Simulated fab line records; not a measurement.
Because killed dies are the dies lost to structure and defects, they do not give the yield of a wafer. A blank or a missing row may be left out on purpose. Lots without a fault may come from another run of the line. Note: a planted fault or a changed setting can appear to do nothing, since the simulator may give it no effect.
Split-lot trial ; flow n5-finfet ; 21 wafers read across 7 lots, on a route 1938 steps long

## THE SPLIT ITSELF
At N5_BEOL_M1_PECVD_72 (deposits SiO2 from TEOS/O2, target thk 16 nm, time 18 s), the setting time-s was moved away from the recipe's 18 s on 9 of the 21 wafers read, by -6.8% to +10.4%. The other wafers ran this setting at the recipe's value.

Reading taken at the split's own step.

## THE READING
SiO2_of_BEOL_M1_PECVD_72.thk-nm (the simulator's own value, which no gauge read), in nm, at N5_BEOL_M1_PECVD_72 (deposits SiO2 from TEOS/O2, target thk 16 nm, time 18 s). The file does not state a usual value for it. Across the 12 wafers here that went through the recipe, the average is 16.0 nm and the standard deviation 0.11 nm.

wafer;tool, chamber at the split;time-s as run, s;against the recipe;SiO2_of_BEOL_M1_PECVD_72.thk-nm, nm;against lot-mates on the recipe
L074.1;pecvd-02, 0;18;recipe;16.2;-
L074.4;pecvd-02, 0,1;19.64;+9.1%;17.8;+1.6
L074.5;pecvd-02, 0,1;19.64;+9.1%;17.8;+1.6
L077.1;pecvd-03, 2;18;recipe;16;-
L077.3;pecvd-03, 0;18;recipe;15.8;-
L077.5;pecvd-03, 0;18.91;+5.1%;16.8;+0.9
L079.2;pecvd-03, 0;18;recipe;15.8;-
L079.4;pecvd-03, 2,1;18;recipe;16;-
L079.6;pecvd-03, 2,1;18;recipe;16;-
L080.2;pecvd-02, 0,1;18;recipe;16;-
L080.4;pecvd-02, 0,1;18;recipe;16;-
L080.5;pecvd-02, 0;19.08;+6.0%;17.2;+1.2
L083.1;pecvd-01, 0;18;recipe;15.8;-
L083.4;pecvd-01, 1;18;recipe;16;-
L083.6;pecvd-01, 2;19.87;+10.4%;17.8;+1.9
L095.2;pecvd-01, 0,2;18;recipe;16;-
L095.3;pecvd-01, 0,2;18;recipe;16;-
L095.5;pecvd-01, 0;16.77;-6.8%;15.2;-0.8
L094.1;pecvd-02, 0;16.92;-6.0%;15;no lot-mate on the recipe
L094.3;pecvd-02, 2;16.92;-6.0%;15.2;no lot-mate on the recipe
L094.6;pecvd-02, 1;16.92;-6.0%;15.4;no lot-mate on the recipe
Rows listing several chambers each stand for several wafers; the file does not say which wafer went through which chamber.

FIT RESULTS
A straight line over all 21 wafers: SiO2_of_BEOL_M1_PECVD_72.thk-nm changes by +0.167 nm for each +1% of time-s; r = +0.98; the points scatter about the line by 0.18 nm.
The same after taking each lot's own level away (the mean of its wafers on the recipe; 18 wafers): +0.169 nm for each +1%; r = +0.99; scatter 0.12 nm.
The reading moves by 1.8 nm for the largest change in time-s, on that fit.
The lots' own levels span 15.90 to 16.20 nm, that is 2.7 times the standard deviation above.
So the lot-to-lot level changes the slope little: the two slopes agree.
Check: with one of the wafers moved furthest among these (+10.4%) left out of the fit, the line predicts +1.76 nm for it against its lot-mates. Against them it came out at +1.9 nm.

## THESE WAFERS: OTHER SPLITS
Before the reading, these wafers also passed through other splits. Each is held against what the fit with the lots' levels taken away leaves over:
other split on the same wafers;wafers away from the commonest value;r with SiO2_of_BEOL_M1_PECVD_72.thk-nm (lot level and that fit taken away)
N5_MOL_CONTACT_COAG_COAT_104 spin-rpm;6;-0.02
N5_MOL_CONTACT_COAG_COAT_64 spin-rpm;4;+0.14
N5_BEOL_M0_SAQP_HM_DEP_02 target-thk-a;9;-0.39
N5_BEOL_M0_SAQP_EXPOSE_11 dose-mj;8;-0.04
N5_BEOL_M0_ETCH_109 bias-w;11;-0.01

## THE FILE'S OWN FIT
SiO2_of_BEOL_M1_PECVD_72.thk-nm changes by +0.172 nm for each +1% of time-s, r = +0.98.
